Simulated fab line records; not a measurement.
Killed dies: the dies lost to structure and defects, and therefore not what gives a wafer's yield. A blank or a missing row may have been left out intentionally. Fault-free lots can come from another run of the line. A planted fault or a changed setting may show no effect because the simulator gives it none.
A lot that was struck, set against a sound lot -- flow n5 finfet -- 28 out of 1938 route steps
Sound: the wafers L830.1, L830.3, L830.5. Wafers struck: L836.4, L836.5, L836.6. The cause is given at the end.
Each step with rows lists, per side, the tool, then ch with its chambers, then its first start. Under that, the readings that differ: sound wafers -- struck wafers -- difference of the means -- sigmas: that difference in standard deviations of wafers without a fault.
alike: readings whose means differ by less than 2 such deviations, and words and numbers that are the same on both sides. not compared: withheld readings, readings that some wafer has no value for, bounds like >300 that may hide the same value, and numbers for which the record gives no deviation and whose values overlap.
A row with sigmas, a row that says differs or no value, or rows on one side alone: a step with any of these is where the two part. Numbers that have no deviation but don't overlap get no sigmas and don't part them. A reading that every wafer of one side lacks parts them only if that side has two wafers or more.

N5_BEOL_M2_ANNEAL_51: time 90 s.
  sound on rtp anneal-01 ch 0, day 8 05:41; struck on rtp anneal-01 ch 0, day 9 18:40
  alike: wafer_temp_C_max
then, 1 step without rows for these wafers: N5_BEOL_M2_CMP_52 (polishes, stops on SiOC, t overpolish 6.8 s, target thk 40 nm).
N5_BEOL_M2_THK_MEAS_53: measures by xrf.
  sound: film metro-02 at day 8 06:17; struck: film metro-02 at day 9 19:08
  alike: M2_THK
N5_BEOL_M2_PRE_CLEAN_60: time 15 s.
  sound on cvd co-02 ch 0,1,2, day 8 06:19; struck on cvd co-02 ch 0,1,2, day 9 19:11
  alike: heater power w
N5_BEOL_M2_CO_CAP_55: material Co, precursor CCTBA/H2, target thk 2 nm, time 102.1 s.
  sound on cvd co-02 ch 0,1,2, day 8 06:22; struck on cvd co-02 ch 0,1,2, day 9 19:15
  alike: heater power w
then, 1 step without rows for these wafers: N5_BEOL_M2_PRE_CLEAN_56 (time 15 s).
N5_BEOL_M2_DEP_57: deposits SiCN from 3MS/NH3, target thk 8 nm, time 14 s.
  sound on pecvd-01 ch 1,2, day 8 06:29; struck on pecvd-04 ch 0,1,2, day 9 19:21
  alike: showerhead plenum p Torr, throttle valve pct
N5_BEOL_M2_RS_MEAS_58: measurement is done with a four-point probe.
  sound: film metro-02 at day 8 06:32; struck: film metro-01 at day 9 19:24
  alike: M2_RS
N5_BEOL_M2_INSPECT_59: inspects for defects (darkfield).
  sound: defect inspect-02 at day 8 06:34; struck: defect inspect-01 at day 9 19:26
  alike: raw defect count
then, 1 step without rows for these wafers: N5_BEOL_M3_ILD_DEP_00 (deposits SiOC from DEMS/O2, target thk 79 nm, time 15.3 s).
N5_BEOL_M3_THK_MEAS_01:
  sound: film metro-01 at day 8 06:40; struck: film metro-02 at day 9 19:32
  alike: M3_ILD_THK
N5_BEOL_M3_PECVD_72: deposits SiO2 from TEOS/O2, target thk 16 nm, time 18 s.
  sound on pecvd-02 ch 1,2, day 8 06:43; struck on pecvd-02 ch 0,1, day 9 19:35
  alike: heater power w, showerhead plenum p Torr, throttle valve pct
N5_BEOL_M3_HM_DEP_02: deposits TiN, target thk 20 nm.
  sound: pvd sputter-01 at day 8 08:04; struck: pvd sputter-01 at day 9 20:41
  alike: throttle valve pct
then, 9 steps without rows for these wafers: N5_BEOL_M3_COAT_61 (time 60 s, resist thk 60 nm); N5_BEOL_M3_COAT_62 (time 60 s, resist thk 12 nm); N5_BEOL_M3_COAT_73 (time 60 s, resist thk 5 nm); N5_BEOL_M3_COAT_05 (resist thk 30 nm); N5_BEOL_M3_EBR_07; N5_BEOL_M3_SOFTBAKE_06 (time 60 s); N5_BEOL_M3_EXPOSE_08 (exposes mask M3); N5_BEOL_M3_PEB_09 (peb time 60 s); N5_BEOL_M3_DEVELOP_10 (develop time 30 s).
N5_BEOL_M3_CD_MEAS_11: target cd 17.05 nm.
  sound on cd sem-03 ch 0, day 8 08:35; struck on cd sem-02 ch 0, day 9 21:13
  alike: cd nm
N5_BEOL_M3_OVL_MEAS_12:
  sound on overlay-01 ch 0, day 8 08:37; struck on overlay-01 ch 0, day 9 21:15
  alike: M3_OVL
N5_BEOL_M3_INSPECT_13: inspects for defects (brightfield).
  sound: defect inspect-02 at day 8 08:40; struck: defect inspect-01 at day 9 21:17
reading,sound,struck,difference,sigmas
raw defect count,378 353 463,1221 1191 1281,+833,+9
then, 1 step without rows for these wafers: N5_BEOL_M3_DESCUM_16 (chemistry O2, time 7 s).
N5_BEOL_M4_RC_MEAS_101:
  sound on prober-02 ch 0, day 9 09:36; struck on prober-02 ch 0, day 10 16:26
reading,sound,struck,difference,sigmas
IOFF_P (nA/um),0.217 0.191 0.237,0.288 0.275 0.271,+0.063,+2
VT_P (mV),-253 -253 -250,-242 -246 -242,+9,+3
  alike: DIBL_N, DIBL_P, IOFF_N, ION_N, ION_P, SS_N, SS_P, VT_N
-- a jump in the record: the struck wafers' starts before and after are 4 days apart (it breaks off in module BEOL_M4 and resumes in module PASSIVATION, where the first step shown is number 1936 of the route) --
N5_PASSIVATION_PROBE_49:
  the record has rows for the struck wafers here (prober-02, day 14 23:13) and none for the sound ones

== WHERE THEY PART ==
First at N5_BEOL_M3_INSPECT_13; last, within this record, at N5_PASSIVATION_PROBE_49.

WHY: what had been put in by the simulator
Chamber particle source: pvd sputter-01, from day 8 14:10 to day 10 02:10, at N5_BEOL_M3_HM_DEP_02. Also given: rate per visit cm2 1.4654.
